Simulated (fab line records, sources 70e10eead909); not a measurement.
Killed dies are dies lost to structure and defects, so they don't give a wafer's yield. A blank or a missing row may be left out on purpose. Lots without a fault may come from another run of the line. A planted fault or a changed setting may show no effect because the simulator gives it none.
A struck lot beside a sound one | flow nand_harc | 14 steps out of a route of 1302
Sound: wafers L504.3, L504.4, L504.6. Struck: wafer L515.2. (L515.5, L515.6 of the same lot were not struck and are left out.) The cause comes at the end.
At each step with rows: each side's tool, then ch and its chambers, then its first start. Under that, the readings that differ: sound wafers | struck wafers | difference of the means | sigmas: that difference in standard deviations of wafers without a fault.
alike: readings whose means differ by less than 2 such deviations, and words and numbers that are the same on both sides. not compared: withheld readings, readings that some wafer has no value for, bounds like >300 that may hide the same value, and numbers for which the record gives no deviation and whose values overlap.
The two part at a step that has a row with sigmas, a row that says differs or no value, or rows on one side only. Numbers that don't overlap but have no deviation are shown without sigmas and don't part them. A reading that every wafer of one side lacks parts them only if that side has two wafers or more.

first, 8 steps without rows for these wafers: NHARC_A_ZERO_WELL_HMDS_03 (time 30 s); NHARC_A_ZERO_WELL_COAT_18 (time 65 s); NHARC_A_ZERO_WELL_COAT_04 (resist thk 600 nm); NHARC_A_ZERO_WELL_SOFTBAKE_05 (time 70 s); NHARC_A_ZERO_WELL_EBR_06; NHARC_A_ZERO_WELL_EXPOSE_07 (exposes mask A ZERO); NHARC_A_ZERO_WELL_PEB_08 (peb time 80 s); NHARC_A_ZERO_WELL_DEVELOP_09 (time 50 s).
NHARC_A_ZERO_WELL_CD_MEAS_10: target cd 2000 nm.
  sound on cd_sem-02 ch 0, day 7 08:32; struck on cd_sem-03 ch 0, day 11 17:54
  alike: cd_nm
then, 1 step without rows for these wafers: NHARC_A_ZERO_WELL_HARDBAKE_11 (time 65 s).
NHARC_A_ZERO_WELL_DESCUM_12: chemistry O2, time 3 s.
  sound on rie_diel-12 ch 1,2, day 7 08:41; struck on rie_diel-12 ch 2, day 11 18:05
  alike: drypump_motor_current_A, mfc_ar_sccm, oes_product_au, rf_vpp_V, showerhead_plenum_p_Torr, throttle_valve_pct
  not compared: rf_hours_counter_h
NHARC_A_ZERO_WELL_ETCH_19: etches the open film in N2/H2, target depth 80 nm, overetch 24 nm, time 87.88 s.
  sound on rie_diel-12 ch 1,2,3, day 7 08:47; struck on rie_diel-12 ch 0, day 11 18:09
  reading                | sound                | struck | difference | sigmas
  n2_flow_sccm (sccm)    | 150.3 150.6 150.6    | 149.6  | -0.9       | -2
  throttle_valve_pct (%) | 14.168 14.166 14.163 | 14.195 | +0.029     | +3
  alike: drypump_motor_current_A, mfc_ar_sccm, oes_product_au, rf_vpp_V, showerhead_plenum_p_Torr
  not compared: rf_hours_counter_h
NHARC_A_ZERO_WELL_ETCH_13: etches the open film in HBr/Cl2, target depth 120 nm, time 40.1 s.
  sound on rie_si-06 ch 1,2,3, day 7 08:54; struck on rie_si-06 ch 3, day 11 18:17
  reading               | sound             | struck | difference | sigmas
  oes_product_au (a.u.) | 0.985 0.988 0.991 | 0.902  | -0.086     | -9
  alike: drypump_motor_current_A, hbr_flow_sccm, throttle_valve_pct
  not compared: rf_hours_counter_h
then, 1 step without rows for these wafers: NHARC_A_ZERO_WELL_STRIP_14 (strips in SPM, time 900 s).

WHERE THEY PART
First at NHARC_A_ZERO_WELL_ETCH_19; last, within this record, at NHARC_A_ZERO_WELL_ETCH_13.

WHY: what the simulator had put in
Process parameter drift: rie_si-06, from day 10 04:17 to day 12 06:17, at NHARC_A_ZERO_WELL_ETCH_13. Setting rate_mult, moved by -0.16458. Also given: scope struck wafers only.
